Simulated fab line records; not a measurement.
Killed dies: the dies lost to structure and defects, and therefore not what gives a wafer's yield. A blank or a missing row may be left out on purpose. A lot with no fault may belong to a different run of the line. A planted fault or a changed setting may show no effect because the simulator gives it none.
Which of the tools did it?    flow n5-finfet    12 lots (36 wafers sampled), 1 step of a 1938-step route

## WHAT EACH GAUGE READ, for each wafer
N5_BEOL_M9_INSPECT_58: inspects for defects (darkfield).
lot   measured      on                 raw-defect-count
L075  day 10 15:51  defect-inspect-02  92 62 73
L079  day 11 03:59  defect-inspect-02  46 64 49
L078  day 11 08:30  defect-inspect-02  47 57 51
L081  day 11 23:02  defect-inspect-02  51 81 52
L083  day 12 17:45  defect-inspect-01  63 82 91
L086  day 13 03:43  defect-inspect-01  101 78 63
L088  day 13 11:32  defect-inspect-01  74 102 69
L089  day 14 04:35  defect-inspect-02  29 45 56
L092  day 14 14:02  defect-inspect-02  86 70 67
L093  day 14 21:20  defect-inspect-02  44 39 58
L096  day 15 15:23  defect-inspect-01  41 32 40
L097  day 16 00:14  defect-inspect-02  71 67 75

## WHAT TOOL EACH LOT RAN ON (gives the tool, then ch and the chambers of the sampled wafers, and finally the start)
The record shows no process step preceding these readings.

## THE ANSWER, worked out from the rows above alone
Rule: the lots themselves supply what counts as usual. The widest of any qualifying gaps counts: lots, ordered by their means at a reading, are off when they make up no more than a third of the lots, leave a main group of 4 or more, and stand apart from it by 3 or more times the standard deviation of that group's means. Not used: any main group whose means are identical at the precision the tables above print for the reading. Also off: a lot with no number at a reading for which 4 or more lots have one. The other lots that the step has rows for count as sound.
No lot is off at any reading shown: from this, nothing can be told.

## WHAT WAS PUT IN BY THE SIMULATOR
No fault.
